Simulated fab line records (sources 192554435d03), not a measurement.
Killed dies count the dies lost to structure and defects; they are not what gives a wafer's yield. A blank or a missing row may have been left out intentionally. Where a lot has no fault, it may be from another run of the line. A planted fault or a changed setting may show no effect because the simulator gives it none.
fab line records	flow n5_finfet
[record] lots = 24	wafers = 72	last_day = 18
route steps=1938 shown BEOL_M5@1159 BEOL_M6@1195
lots with no fault: from the same line, run without faults
start_h: the number of hours between the record's first day and the start of the first shown wafer of the lot	wait_h: time in hours since the lot's previous step	" the same as in the row above	L1.1+2: a single row standing in for several wafers	- no value, or no start was given	* or withheld: withheld	< > ~ a bound
route shown NAME@n: a module of which the file shows steps, and the number in the route of the first	usual: mean/standard deviation of fault-free wafers	same: alike in all rows	chamber/n: place in a boat	sites: readings site by site	_std_site: standard deviation of those values	_edge_site: the outer-site mean with the inner-site mean subtracted	radius_mm: how far each site lies from the wafer's centre	mask NAME#n: copy n	behind: the tool/chamber that last shaped the wafer	hold: why the lot went on hold/how many hours it stayed there/how the hold came to an end	device: names the non-switching transistor (n, p or np)	end of line: the route-end tests of the same wafers	a step without rows: its recipe alone	killed: the dies lost at the first sort to structure and to defects; this is not the yield of the wafer	map: a wafer's dies, marking killed ones x, the rest . and places with no die _
set.NAME: the run value of the setting; set.NAME@STEP: its run value at that earlier step	model.NAME: the simulator's own value behind a step, which no gauge read
route steps across a sampled set of lots; one table per step, one row per wafer
services: when a tool's chamber went out of use (start_h, in hours from the record's first day, below 0 if earlier), for how many hours, and the reason
[[steps]]
[step N5_BEOL_M5_STRIP_36]
[recipe] chemistry = N2/H2	power_w = 450	temp_c = 40	pressure_mtorr = 20	rf_frequency_hz = 6e+07	overash_fraction = 0.3	bias_power_w = 7	h2_frac = 0.5	n2_flow_sccm = 200	h2_flow_sccm = 200
[usual] bias_power_w = 7.003/0.02	drypump_motor_current_A = 5.7/0.39	oes_product_au = 0.77/0.082	power_w = 450.0/1.3	rf_vpp_V = 59.3/1.6	showerhead_plenum_p_Torr = 2.55/0.099	throttle_valve_pct = 23.6/0.45
lot.wafer	tool	chamber	start_h	wait_h	bias_power_w	drypump_motor_current_A	oes_product_au	power_w	rf_hours_counter_h	rf_vpp_V	showerhead_plenum_p_Torr	throttle_valve_pct
L074.1	rie_diel-06	3	176.67	0.0	7.046	5.3	0.85	450.6	62	59.8	2.67	23.6
L074.2	"	2	"	"	7.022	5.2	0.70	450.8	206	58.9	2.52	23.9
L074.3	"	1	"	"	6.977	5.9	0.87	448.8	41	57.5	2.57	23.0
L077.3	rie_diel-01	1	186.85	0.0	7.004	5.8	0.72	451.2	195	55.7	2.52	23.3
L077.4	"	3	"	"	7.003	6.3	0.89	452.1	49	59.5	2.47	23.2
L077.6	"	0	"	"	7.024	5.2	0.71	449.9	-	61.4	2.64	23.9
L076.3	rie_diel-03	3	190.12	0.0	7.022	5.9	0.69	448.0	242	60.8	2.64	24.7
L076.4	"	0	"	"	7.010	5.3	0.83	451.4	69	62.5	2.69	23.5
L076.6	"	2	"	"	7.001	5.2	0.75	450.8	-	60.8	2.44	23.3
L075.3	rie_diel-03	3	195.80	0.0	6.970	5.9	0.68	448.8	243	58.8	2.63	24.7
L075.4	"	3	"	"	6.952	5.9	0.69	450.4	-	59.2	2.63	24.7
L075.6	"	1	"	"	7.026	6.0	0.80	449.7	-	59.3	2.68	23.1
L078.2	rie_diel-01	0	200.32	0.0	6.989	5.2	0.71	450.9	180	61.2	2.64	23.9
L078.4	"	3	"	"	6.951	6.2	0.88	449.2	54	60.5	2.47	23.2
L078.5	"	2	"	"	7.034	6.1	0.70	451.1	-	57.2	2.40	23.6
L080.1	rie_diel-01	0	202.42	0.0	7.005	5.2	0.71	447.8	181	60.1	2.64	23.9
L080.4	"	2	"	"	6.999	6.1	0.69	450.8	225	58.5	2.40	23.6
L080.6	"	1	"	"	6.984	5.8	0.71	451.2	-	58.2	2.52	23.3
L079.3	rie_diel-03	3	202.59	0.0	7.020	5.9	0.67	449.7	245	58.1	2.63	24.7
L079.4	"	1	"	"	7.019	6.0	0.80	451.2	91	59.5	2.68	23.1
L079.6	"	3	"	"	7.007	5.9	0.69	448.7	-	61.7	2.63	24.8
L081.1	rie_diel-06	3	207.79	0.0	7.013	5.3	0.82	451.1	71	59.3	2.66	23.6
L081.2	"	2	"	"	6.969	5.2	0.70	450.3	216	61.2	2.52	24.0
L081.5	"	2	"	"	6.954	5.2	0.71	449.0	-	61.2	2.52	24.0
L082.1	rie_diel-03	1	216.06	0.0	7.023	6.0	0.80	450.2	94	61.1	2.68	23.1
L082.4	"	0	"	"	6.988	5.2	0.81	449.8	72	61.6	2.69	23.5
L082.5	"	1	"	"	7.014	6.0	0.80	453.8	-	62.6	2.67	23.1
L083.1	rie_diel-03	0	226.03	0.0	6.976	5.3	0.84	450.5	72	61.8	2.69	23.5
L083.2	"	1	"	"	7.029	6.0	0.78	449.3	95	61.9	2.67	23.1
L083.5	"	3	"	"	7.020	5.9	0.68	452.2	-	57.9	2.63	24.7
L085.2	rie_diel-01	2	236.09	0.0	7.001	6.1	0.69	450.8	235	60.1	2.39	23.6
L085.4	"	1	"	"	7.030	5.8	0.69	450.2	212	57.8	2.51	23.3
L085.6	"	1	"	"	7.027	5.8	0.70	448.4	-	60.0	2.51	23.3
L086.1	rie_diel-01	3	246.25	0.0	7.030	6.2	0.85	449.1	67	58.4	2.47	23.2
L086.2	"	2	"	"	6.990	6.1	0.69	448.3	239	56.9	2.39	23.6
L086.4	"	0	"	"	7.036	5.2	0.69	450.3	194	57.7	2.63	23.9
L088.2	rie_diel-03	2	254.88	0.0	6.992	5.3	0.74	452.3	186	60.2	2.44	23.3
L088.5	"	2	"	"	6.992	5.3	0.74	450.8	-	60.9	2.44	23.3
L088.6	"	3	"	"	7.011	5.9	0.98	451.7	-	58.0	2.63	24.4
L084.1	rie_diel-01	0	254.89	0.0	7.018	5.2	0.70	451.1	197	57.7	2.63	23.8
L084.5	"	3	"	"	7.032	6.3	0.85	450.5	-	58.0	2.46	23.3
L084.6	"	0	"	"	6.993	5.2	0.71	450.1	-	59.7	2.63	23.9
L087.1	rie_diel-06	3	255.78	0.0	7.010	5.3	0.81	448.7	87	61.1	2.66	23.6
L087.2	"	1	"	"	7.002	5.9	0.85	448.7	62	62.1	2.56	23.1
L087.6	"	1	"	"	6.989	5.9	0.84	447.9	-	59.7	2.56	23.1
L090.2	rie_diel-01	2	261.24	0.0	7.006	6.1	0.70	449.3	244	59.1	2.39	23.6
L090.3	"	3	"	"	7.018	6.2	0.85	448.4	72	59.0	2.46	23.3
L090.4	"	1	"	"	6.957	5.8	0.69	448.8	220	60.2	2.51	23.3
L089.3	rie_diel-06	2	264.62	0.0	6.989	5.2	0.69	451.0	235	61.8	2.51	24.0
L089.4	"	3	"	"	6.994	5.3	0.81	450.1	-	58.4	2.66	23.6
L089.5	"	1	"	"	6.990	5.9	0.84	449.5	-	59.0	2.56	23.1
L091.1	rie_diel-01	2	276.41	0.0	7.030	6.1	0.69	449.3	248	56.7	2.39	23.6
L091.3	"	0	"	"	7.015	5.1	0.71	448.6	204	61.2	2.63	23.9
L091.4	"	2	"	"	7.003	6.1	0.68	450.3	-	58.0	2.39	23.6
L092.2	rie_diel-06	2	284.91	0.0	7.009	5.2	0.69	448.2	242	58.4	2.51	24.0
L092.5	"	0	"	"	6.992	5.8	0.85	449.6	-	59.0	2.45	23.3
L092.6	"	3	"	"	7.048	5.3	0.80	451.7	-	59.0	2.65	23.7
L093.1	rie_diel-01	1	291.13	0.0	6.997	5.9	0.70	446.9	223	59.4	2.51	23.3
L093.2	"	0	"	"	7.011	5.2	0.68	450.2	210	59.9	2.63	23.9
L093.3	"	3	"	"	6.996	6.2	0.84	447.5	79	59.2	2.46	23.2
L094.4	rie_diel-03	2	293.74	0.0	7.005	5.2	0.71	447.9	198	59.5	2.43	23.3
L094.5	"	0	"	"	6.985	5.2	0.80	451.2	-	60.5	2.68	23.5
L094.6	"	3	"	"	7.027	5.9	0.91	448.4	-	58.8	2.63	24.5
L095.2	rie_diel-01	1	298.73	0.0	7.008	5.8	0.68	450.7	227	60.3	2.50	23.3
L095.4	"	3	"	"	7.000	6.2	0.84	451.0	-	60.0	2.46	23.3
L095.5	"	1	"	"	7.001	5.8	0.69	452.1	-	60.0	2.50	23.3
L096.1	rie_diel-03	1	300.70	0.0	6.983	6.0	0.77	447.9	119	59.5	2.66	23.2
L096.2	"	3	"	"	6.992	5.9	0.92	450.3	16	59.3	2.63	24.5
L096.4	"	0	"	"	6.996	5.2	0.80	449.6	97	62.0	2.68	23.5
L097.4	rie_diel-01	2	316.48	0.0	6.984	6.1	1.01	451.0	1	58.4	2.71	23.4
L097.5	"	3	"	"	7.009	6.2	0.83	449.8	-	57.5	2.46	23.3
L097.6	"	2	"	"	7.040	6.1	1.01	452.2	-	61.2	2.71	23.4
[step N5_BEOL_M5_TRENCH_ETCH_37]
[recipe] chemistry = C4F6/O2	target_depth_a = 716.52	target = SiCOH_lowk	time_s = 24.7	ion_energy_ev = 250	pressure_mtorr = 30	source_w = 345	bias_w = 185	Ar_flow_sccm = 300	C4F6_flow_sccm = 10	O2_flow_sccm = 10
[usual] drypump_motor_current_A = 5.7/0.39	mfc_ar_sccm = 299.8/0.83	oes_product_au = 0.77/0.081	rf_vpp_V = 663/11	showerhead_plenum_p_Torr = 2.85/0.11	throttle_valve_pct = 20.79/0.28
[same] time_s = 24.7
lot.wafer	tool	chamber	start_h	wait_h	drypump_motor_current_A	mfc_ar_sccm	oes_product_au	rf_hours_counter_h	rf_vpp_V	showerhead_plenum_p_Torr	throttle_valve_pct
L074.1	rie_diel-06	3	-	-	5.3	300.6	0.85	62	675	3.01	20.93
L074.2	"	2	"	"	5.2	300.8	0.71	206	658	2.84	21.30
L074.3	"	1	"	"	5.9	300.8	0.86	41	666	2.88	20.32
L077.3	rie_diel-01	1	-	-	5.9	299.9	0.72	195	668	2.84	20.81
L077.4	"	3	"	"	6.3	299.7	0.90	49	685	2.78	20.66
L077.6	"	0	"	"	5.2	301.2	0.72	-	649	2.92	20.86
L076.3	rie_diel-03	3	-	-	5.9	300.1	0.68	242	668	2.92	21.37
L076.4	"	0	"	"	5.2	299.9	0.83	69	665	3.03	20.65
L076.6	"	2	"	"	5.3	300.5	0.75	-	656	2.71	20.40
L075.3	rie_diel-03	3	-	-	5.9	300.4	0.69	243	668	2.92	21.34
L075.4	"	3	"	"	5.9	300.1	0.68	-	666	2.92	21.36
L075.6	"	1	"	"	6.0	299.3	0.79	-	661	2.97	20.38
L078.2	rie_diel-01	0	-	-	5.2	299.5	0.72	180	648	2.92	20.85
L078.4	"	3	"	"	6.2	297.8	0.88	54	685	2.78	20.66
L078.5	"	2	"	"	6.1	298.1	0.70	-	654	2.68	20.85
L080.1	rie_diel-01	0	-	-	5.2	299.9	0.72	181	648	2.92	20.86
L080.4	"	2	"	"	6.1	299.5	0.70	225	653	2.68	20.88
L080.6	"	1	"	"	5.8	299.1	0.72	-	667	2.84	20.82
L079.3	rie_diel-03	3	-	-	5.9	301.0	0.68	245	667	2.92	21.37
L079.4	"	1	"	"	6.0	300.6	0.79	91	662	2.97	20.40
L079.6	"	3	"	"	5.9	299.5	0.69	-	668	2.92	21.37
L081.1	rie_diel-06	3	-	-	5.3	300.7	0.84	71	675	3.00	20.96
L081.2	"	2	"	"	5.2	299.8	0.70	216	659	2.84	21.30
L081.5	"	2	"	"	5.2	298.3	0.70	-	656	2.84	21.31
L082.1	rie_diel-03	1	-	-	6.0	299.8	0.79	94	661	2.97	20.40
L082.4	"	0	"	"	5.2	301.2	0.83	72	665	3.03	20.66
L082.5	"	1	"	"	6.0	300.3	0.78	-	661	2.97	20.39
L083.1	rie_diel-03	0	-	-	5.2	298.5	0.82	72	666	3.02	20.66
L083.2	"	1	"	"	6.0	299.0	0.78	95	662	2.97	20.38
L083.5	"	3	"	"	5.9	300.3	0.67	-	667	2.92	21.35
L085.2	rie_diel-01	2	-	-	6.1	300.6	0.69	235	654	2.67	20.88
L085.4	"	1	"	"	5.8	299.8	0.71	212	668	2.83	20.84
L085.6	"	1	"	"	5.8	299.5	0.71	-	665	2.83	20.82
L086.1	rie_diel-01	3	-	-	6.2	300.5	0.86	67	687	2.78	20.67
L086.2	"	2	"	"	6.2	300.8	0.69	239	654	2.67	20.90
L086.4	"	0	"	"	5.2	300.6	0.70	194	647	2.92	20.87
L088.2	rie_diel-03	2	-	-	5.3	299.4	0.73	186	656	2.70	20.41
L088.5	"	2	"	"	5.2	300.1	0.72	-	655	2.70	20.40
L088.6	"	3	"	"	5.9	300.5	0.97	-	668	2.92	21.00
L084.1	rie_diel-01	0	-	-	5.2	299.9	0.70	197	648	2.91	20.88
L084.5	"	3	"	"	6.2	298.0	0.85	-	687	2.77	20.68
L084.6	"	0	"	"	5.2	300.1	0.69	-	648	2.91	20.87
L087.1	rie_diel-06	3	-	-	5.3	299.6	0.83	87	673	2.99	20.96
L087.2	"	1	"	"	5.9	299.4	0.85	62	667	2.87	20.36
L087.6	"	1	"	"	5.9	299.6	0.84	-	667	2.87	20.35
L090.2	rie_diel-01	2	-	-	6.1	300.4	0.68	244	654	2.67	20.88
L090.3	"	3	"	"	6.2	299.5	0.85	72	687	2.77	20.68
L090.4	"	1	"	"	5.8	301.1	0.70	220	666	2.83	20.85
L089.3	rie_diel-06	2	-	-	5.2	298.9	0.69	235	657	2.83	21.34
L089.4	"	3	"	"	5.3	300.7	0.81	-	675	2.99	20.98
L089.5	"	1	"	"	5.9	301.5	0.84	-	666	2.87	20.36
L091.1	rie_diel-01	2	-	-	6.1	301.0	0.68	248	653	2.67	20.90
L091.3	"	0	"	"	5.2	301.1	0.69	-	647	2.91	20.90
L091.4	"	2	"	"	6.1	299.3	0.69	-	653	2.67	20.89
L092.2	rie_diel-06	2	-	-	5.2	300.6	0.68	242	657	2.82	21.34
L092.5	"	0	"	"	5.8	299.1	0.84	-	647	2.74	20.79
L092.6	"	3	"	"	5.3	299.9	0.81	-	674	2.99	20.98
L093.1	rie_diel-01	1	-	-	5.8	298.4	0.70	223	667	2.83	20.83
L093.2	"	0	"	"	5.2	299.6	0.69	210	648	2.91	20.90
L093.3	"	3	"	"	6.2	298.4	0.85	79	687	2.77	20.71
L094.4	rie_diel-03	2	-	-	5.2	298.9	0.71	198	653	2.69	20.41
L094.5	"	0	"	"	5.2	299.3	0.79	-	665	3.01	20.68
L094.6	"	3	"	"	5.9	299.3	0.92	-	667	2.91	21.02
L095.2	rie_diel-01	1	-	-	5.8	300.0	0.70	227	666	2.83	20.87
L095.4	"	3	"	"	6.2	300.2	0.85	-	685	2.77	20.68
L095.5	"	1	"	"	5.8	299.6	0.70	-	666	2.83	20.86
L096.1	rie_diel-03	1	-	-	6.0	301.0	0.75	119	661	2.96	20.42
L096.2	"	3	"	"	5.9	299.1	0.92	16	667	2.91	21.02
L096.4	"	0	"	"	5.2	300.2	0.79	97	664	3.01	20.72
L097.4	rie_diel-01	2	-	-	6.1	298.5	1.01	1	663	3.00	20.56
L097.5	"	3	"	"	6.3	298.5	0.83	-	686	2.77	20.70
L097.6	"	2	"	"	6.1	299.6	1.00	-	664	3.00	20.57
[step N5_BEOL_M5_ANNEAL_51]
[recipe] temp_c = 225	time_s = 90	ambient = N2
[usual] anneal_temp_c = 224.99/0.16	wafer_temp_C_max = 226.0/0.4
[same] time_s = 90
lot.wafer	tool	chamber	start_h	wait_h	anneal_temp_c	wafer_temp_C_max
L074.1	rtp_anneal-02	0	183.02	0.1	225.10	226.6
L074.2	"	0	"	"	225.09	226.1
L074.3	"	0	"	"	225.00	226.5
L077.3	rtp_anneal-01	0	192.92	0.1	224.76	225.8
L077.4	"	0	"	"	224.85	225.5
L077.6	"	0	"	"	225.13	225.5
L076.3	rtp_anneal-02	0	196.79	0.1	225.35	226.3
L076.4	"	0	"	"	225.10	226.7
L076.6	"	0	"	"	224.90	226.3
L075.3	rtp_anneal-01	0	203.72	1.5	224.94	226.1
L075.4	"	0	"	"	225.09	225.7
L075.6	"	0	"	"	224.91	225.9
L078.2	rtp_anneal-01	0	206.68	0.1	225.03	225.5
L078.4	"	0	"	"	224.91	225.5
L078.5	"	0	"	"	224.78	225.7
L080.1	rtp_anneal-01	0	209.25	0.1	224.95	225.8
L080.4	"	0	"	"	224.93	225.9
L080.6	"	0	"	"	224.95	225.7
L079.3	rtp_anneal-01	0	209.88	0.4	224.99	225.6
L079.4	"	0	"	"	224.78	226.0
L079.6	"	0	"	"	225.00	225.6
L081.1	rtp_anneal-01	0	213.99	0.2	224.74	225.4
L081.2	"	0	"	"	224.76	225.6
L081.5	"	0	"	"	224.70	225.6
L082.1	rtp_anneal-02	0	222.03	0.1	225.14	226.4
L082.4	"	0	"	"	224.91	226.8
L082.5	"	0	"	"	225.20	226.1
L083.1	rtp_anneal-01	0	232.49	0.2	224.94	225.6
L083.2	"	0	"	"	224.99	225.8
L083.5	"	0	"	"	225.09	225.6
L085.2	rtp_anneal-02	0	242.04	0.1	224.92	226.4
L085.4	"	0	"	"	225.08	226.4
L085.6	"	0	"	"	224.81	226.3
L086.1	rtp_anneal-01	0	253.19	0.1	225.02	225.9
L086.2	"	0	"	"	225.17	225.8
L086.4	"	0	"	"	225.19	225.7
L084.1	rtp_anneal-02	0	261.47	0.1	225.31	225.7
L084.5	"	0	"	"	225.24	226.2
L084.6	"	0	"	"	225.16	226.3
L088.2	rtp_anneal-02	0	261.79	0.1	224.92	226.0
L088.5	"	0	"	"	224.83	226.1
L088.6	"	0	"	"	224.74	226.6
L087.1	rtp_anneal-02	0	262.31	0.1	225.11	226.6
L087.2	"	0	"	"	225.24	226.6
L087.6	"	0	"	"	225.05	226.1
L090.2	rtp_anneal-01	0	267.31	0.2	225.02	225.7
L090.3	"	0	"	"	224.84	226.1
L090.4	"	0	"	"	225.00	226.1
L089.3	rtp_anneal-01	0	271.13	0.1	225.14	226.0
L089.4	"	0	"	"	224.99	225.8
L089.5	"	0	"	"	225.15	225.3
L091.1	rtp_anneal-02	0	282.47	0.1	225.11	226.4
L091.3	"	0	"	"	224.96	226.6
L091.4	"	0	"	"	225.09	226.8
L092.2	rtp_anneal-01	0	290.87	0.1	225.10	225.5
L092.5	"	0	"	"	225.07	225.9
L092.6	"	0	"	"	225.20	225.7
L093.1	rtp_anneal-02	0	297.83	0.1	225.02	226.3
L093.2	"	0	"	"	225.02	226.6
L093.3	"	0	"	"	225.10	226.4
L094.4	rtp_anneal-02	0	300.15	0.2	225.14	226.3
L094.5	"	0	"	"	225.06	226.1
L094.6	"	0	"	"	224.97	226.6
L095.2	rtp_anneal-01	0	305.18	0.2	224.76	226.1
L095.4	"	0	"	"	225.07	225.9
L095.5	"	0	"	"	224.87	225.8
L096.1	rtp_anneal-01	0	307.80	0.1	224.83	226.1
L096.2	"	0	"	"	225.01	225.7
L096.4	"	0	"	"	224.87	225.5
L097.4	rtp_anneal-02	0	323.85	0.3	224.61	226.2
L097.5	"	0	"	"	224.91	226.4
L097.6	"	0	"	"	224.97	226.2
[step N5_BEOL_M6_CURE_74]
[recipe] temp_c = 385	time_s = 240	ambient = He/Ar	material = SiCOH_lowk
[usual] lamp_power_pct = 52.32/0.051	wafer_temp_C_max = 387.0/0.71
[same] time_s = 240
lot.wafer	tool	chamber	start_h	wait_h	lamp_power_pct	wafer_temp_C_max
L074.1	uv_cure-02	2	184.12	0.0	52.27	386.4
L074.2	"	2	"	"	52.30	386.4
L074.3	"	2	"	"	52.28	386.6
L077.3	uv_cure-02	1	193.97	0.2	52.35	386.9
L077.4	"	1	"	"	52.33	387.2
L077.6	"	1	"	"	52.32	387.9
L076.3	uv_cure-01	0	197.88	0.2	52.42	385.8
L076.4	"	0	"	"	52.30	386.0
L076.6	"	0	"	"	52.25	385.7
L075.3	uv_cure-03	0	204.77	0.2	52.27	386.5
L075.4	"	0	"	"	52.29	386.6
L075.6	"	0	"	"	52.27	386.6
L078.2	uv_cure-02	0	207.77	0.2	52.32	387.7
L078.4	"	0	"	"	52.24	387.4
L078.5	"	0	"	"	52.40	386.7
L080.1	uv_cure-02	2	210.23	0.0	52.35	386.9
L080.4	"	2	"	"	52.29	386.8
L080.6	"	2	"	"	52.32	386.8
L079.3	uv_cure-03	1	210.96	0.2	52.26	387.4
L079.4	"	1	"	"	52.36	387.2
L079.6	"	1	"	"	52.31	388.5
L081.1	uv_cure-03	2	215.02	0.0	52.37	388.7
L081.2	"	2	"	"	52.20	387.8
L081.5	"	2	"	"	52.34	388.8
L082.1	uv_cure-03	2	223.07	0.1	52.37	387.9
L082.4	"	2	"	"	52.27	388.2
L082.5	"	2	"	"	52.30	387.2
L083.1	uv_cure-02	1	233.47	0.0	52.26	386.7
L083.2	"	1	"	"	52.30	386.5
L083.5	"	1	"	"	52.37	387.3
L085.2	uv_cure-03	0	243.07	0.1	52.32	386.7
L085.4	"	0	"	"	52.36	386.9
L085.6	"	0	"	"	52.35	387.0
L086.1	uv_cure-03	0	254.17	0.0	52.35	386.3
L086.2	"	0	"	"	52.28	387.0
L086.4	"	0	"	"	52.29	386.4
L084.1	uv_cure-02	2	262.45	0.0	52.34	387.2
L084.5	"	2	"	"	52.37	387.5
L084.6	"	2	"	"	52.27	387.3
L088.2	uv_cure-01	0	262.98	0.1	52.31	386.6
L088.5	"	0	"	"	52.31	385.8
L088.6	"	0	"	"	52.41	386.0
L087.1	uv_cure-02	0	263.29	0.0	52.38	386.8
L087.2	"	0	"	"	52.29	387.0
L087.6	"	0	"	"	52.23	387.7
L090.2	uv_cure-01	2	268.35	0.1	52.32	388.1
L090.3	"	2	"	"	52.26	387.0
L090.4	"	2	"	"	52.30	387.1
L089.3	uv_cure-01	1	272.23	0.2	52.34	386.9
L089.4	"	1	"	"	52.35	387.5
L089.5	"	1	"	"	52.39	386.8
L091.1	uv_cure-03	1	283.45	0.0	52.46	387.5
L091.3	"	1	"	"	52.35	387.5
L091.4	"	1	"	"	52.29	387.4
L092.2	uv_cure-02	1	291.88	0.1	52.27	386.0
L092.5	"	1	"	"	52.24	386.8
L092.6	"	1	"	"	52.36	386.6
L093.1	uv_cure-01	0	298.81	0.0	52.35	385.6
L093.2	"	0	"	"	52.32	386.0
L093.3	"	0	"	"	52.32	386.1
L094.4	uv_cure-02	1	301.24	0.3	52.31	386.5
L094.5	"	1	"	"	52.22	386.3
L094.6	"	1	"	"	52.23	386.4
L095.2	uv_cure-02	2	306.19	0.1	52.28	386.3
L095.4	"	2	"	"	52.36	386.8
L095.5	"	2	"	"	52.31	386.4
L096.1	uv_cure-01	2	308.80	0.0	52.36	386.7
L096.2	"	2	"	"	52.31	387.3
L096.4	"	2	"	"	52.30	386.8
L097.4	uv_cure-01	1	325.23	0.5	52.32	388.3
L097.5	"	1	"	"	52.43	386.8
L097.6	"	1	"	"	52.36	388.1
[step N5_BEOL_M6_HM_DEP_02]
[recipe] material = TiN	target_thk_a = 200	temp_c = 25	chamber_pressure_pa = 0.49996
[usual] throttle_valve_pct = 29.7/1.1
lot.wafer	tool	chamber	start_h	wait_h	throttle_valve_pct
L074.1	pvd_sputter-02	-	184.73	0.0	30.3
L074.2	"	-	"	"	30.0
L074.3	"	-	"	"	29.8
L077.3	pvd_sputter-02	-	196.45	2.1	28.8
L077.4	"	-	"	"	30.2
L077.6	"	-	"	"	30.0
L076.3	pvd_sputter-02	-	199.84	1.5	29.7
L076.4	"	-	"	"	29.0
L076.6	"	-	"	"	30.1
L075.3	pvd_sputter-02	-	206.83	1.7	29.8
L075.4	"	-	"	"	29.0
L075.6	"	-	"	"	30.5
L078.2	pvd_sputter-01	-	209.28	0.6	29.1
L078.4	"	-	"	"	28.4
L078.5	"	-	"	"	30.3
L080.1	pvd_sputter-03	-	211.78	0.5	29.7
L080.4	"	-	"	"	28.0
L080.6	"	-	"	"	28.1
L079.3	pvd_sputter-03	-	211.92	0.5	27.9
L079.4	"	-	"	"	29.5
L079.6	"	-	"	"	29.2
L081.1	pvd_sputter-01	-	215.96	0.4	31.0
L081.2	"	-	"	"	29.0
L081.5	"	-	"	"	28.5
L082.1	pvd_sputter-03	-	224.29	0.7	30.0
L082.4	"	-	"	"	31.1
L082.5	"	-	"	"	29.4
L083.1	pvd_sputter-03	-	234.67	0.6	29.3
L083.2	"	-	"	"	29.7
L083.5	"	-	"	"	31.4
L085.2	pvd_sputter-03	-	244.77	1.2	28.0
L085.4	"	-	"	"	29.2
L085.6	"	-	"	"	31.3
L086.1	pvd_sputter-02	-	255.78	1.0	30.6
L086.2	"	-	"	"	29.8
L086.4	"	-	"	"	30.1
L084.1	pvd_sputter-01	-	264.89	1.9	31.2
L084.5	"	-	"	"	28.5
L084.6	"	-	"	"	30.5
L088.2	pvd_sputter-01	-	264.99	1.5	31.5
L088.5	"	-	"	"	30.5
L088.6	"	-	"	"	28.2
L087.1	pvd_sputter-01	-	265.09	1.2	31.4
L087.2	"	-	"	"	28.7
L087.6	"	-	"	"	31.3
L090.2	pvd_sputter-01	-	270.65	1.8	30.3
L090.3	"	-	"	"	28.2
L090.4	"	-	"	"	28.6
L089.3	pvd_sputter-03	-	273.66	1.0	29.1
L089.4	"	-	"	"	27.8
L089.5	"	-	"	"	29.9
L091.1	pvd_sputter-02	-	285.40	1.4	28.8
L091.3	"	-	"	"	29.9
L091.4	"	-	"	"	30.5
L092.2	pvd_sputter-03	-	294.33	2.0	29.4
L092.5	"	-	"	"	31.2
L092.6	"	-	"	"	29.3
L093.1	pvd_sputter-01	-	299.98	0.6	28.3
L093.2	"	-	"	"	31.4
L093.3	"	-	"	"	28.9
L094.4	pvd_sputter-03	-	302.90	1.3	29.4
L094.5	"	-	"	"	29.4
L094.6	"	-	"	"	27.7
L095.2	pvd_sputter-01	-	307.93	1.3	28.2
L095.4	"	-	"	"	30.4
L095.5	"	-	"	"	31.6
L096.1	pvd_sputter-01	-	311.71	2.3	31.4
L096.2	"	-	"	"	28.4
L096.4	"	-	"	"	29.0
L097.4	pvd_sputter-02	-	326.81	1.0	29.7
L097.5	"	-	"	"	30.3
L097.6	"	-	"	"	30.4
[step N5_BEOL_M6_CD_MEAS_11]
[recipe] target_cd_nm = 38.5	landing_energy_ev = 500	detector = se_inlens	polarity = opening
[usual] cd_nm = 38.1/0.54
lot.wafer	tool	chamber	start_h	wait_h	cd_nm
L074.1	cd_sem-01	0	185.23	-	39.4
L074.2	"	0	"	"	38.8
L074.3	"	0	"	"	37.7
L077.3	cd_sem-03	0	196.83	-	38.0
L077.4	"	0	"	"	38.4
L077.6	"	0	"	"	38.6
L076.3	cd_sem-02	0	200.34	-	38.3
L076.4	"	0	"	"	38.7
L076.6	"	0	"	"	38.0
L075.3	cd_sem-01	0	207.33	-	37.7
L075.4	"	0	"	"	37.5
L075.6	"	0	"	"	38.2
L078.2	cd_sem-02	0	209.80	-	38.8
L078.4	"	0	"	"	37.9
L078.5	"	0	"	"	37.4
L080.1	cd_sem-03	0	212.28	-	38.6
L080.4	"	0	"	"	38.9
L080.6	"	0	"	"	38.5
L079.3	cd_sem-01	0	212.33	-	37.6
L079.4	"	0	"	"	37.6
L079.6	"	0	"	"	38.3
L081.1	cd_sem-02	0	216.34	-	37.9
L081.2	"	0	"	"	37.2
L081.5	"	0	"	"	37.7
L082.1	cd_sem-03	0	224.79	-	37.7
L082.4	"	0	"	"	37.6
L082.5	"	0	"	"	37.5
L083.1	cd_sem-02	0	235.04	-	38.3
L083.2	"	0	"	"	38.7
L083.5	"	0	"	"	38.1
L085.2	cd_sem-01	0	245.16	-	38.7
L085.4	"	0	"	"	37.8
L085.6	"	0	"	"	38.0
L086.1	cd_sem-03	0	256.16	-	39.3
L086.2	"	0	"	"	38.0
L086.4	"	0	"	"	38.3
L084.1	cd_sem-02	0	265.39	-	38.3
L084.5	"	0	"	"	37.9
L084.6	"	0	"	"	37.8
L088.2	cd_sem-02	0	265.43	-	37.9
L088.5	"	0	"	"	38.2
L088.6	"	0	"	"	37.5
L087.1	cd_sem-03	0	265.59	-	38.5
L087.2	"	0	"	"	38.3
L087.6	"	0	"	"	38.1
L090.2	cd_sem-01	0	271.02	-	38.3
L090.3	"	0	"	"	38.3
L090.4	"	0	"	"	38.0
L089.3	cd_sem-03	0	274.04	-	37.9
L089.4	"	0	"	"	38.3
L089.5	"	0	"	"	39.5
L091.1	cd_sem-01	0	285.77	-	38.1
L091.3	"	0	"	"	38.8
L091.4	"	0	"	"	38.1
L092.2	cd_sem-02	0	294.83	-	38.2
L092.5	"	0	"	"	37.6
L092.6	"	0	"	"	37.9
L093.1	cd_sem-03	0	300.48	-	36.9
L093.2	"	0	"	"	37.1
L093.3	"	0	"	"	37.9
L094.4	cd_sem-01	0	303.27	-	37.5
L094.5	"	0	"	"	37.1
L094.6	"	0	"	"	37.8
L095.2	cd_sem-01	0	308.43	-	38.2
L095.4	"	0	"	"	39.0
L095.5	"	0	"	"	38.7
L096.1	cd_sem-01	0	312.08	-	38.4
L096.2	"	0	"	"	37.9
L096.4	"	0	"	"	38.0
L097.4	cd_sem-03	0	327.19	-	37.7
L097.5	"	0	"	"	38.4
L097.6	"	0	"	"	37.6
[[services]]
tool	chamber	start_h	hours	kind
uv_cure-01	-	153.25	1.0	pm
uv_cure-02	-	154.54	2.1	pm
uv_cure-02	-	176.50	7.5	pm
uv_cure-01	-	177.37	3.4	pm
uv_cure-03	-	191.02	2.1	pm
rie_diel-06	0	191.26	3.2	repair
rie_diel-03	0	195.40	6.6	repair
rie_diel-06	1	206.40	12.2	repair
rie_diel-06	-	215.37	0.3	repair
rie_diel-03	3	218.34	1.6	repair
rie_diel-03	-	218.39	7.2	repair
uv_cure-02	-	225.05	0.6	repair
rie_diel-03	3	231.56	-	clean
rie_diel-03	3	231.56	-	consumable_replace:focus_ring
rie_diel-03	3	231.56	15.0	scheduled_down
rie_diel-06	3	248.87	4.0	repair
uv_cure-03	-	258.81	7.5	pm
rie_diel-01	1	271.31	18.5	repair
rie_diel-01	2	282.41	8.8	repair
rie_diel-01	2	291.30	-	clean
rie_diel-01	2	291.30	-	consumable_replace:focus_ring
rie_diel-01	2	291.30	-	consumable_replace:showerhead
rie_diel-01	2	291.30	21.6	scheduled_down
rie_diel-01	2	291.30	21.6	vent_cycle
[[key]]
fault none
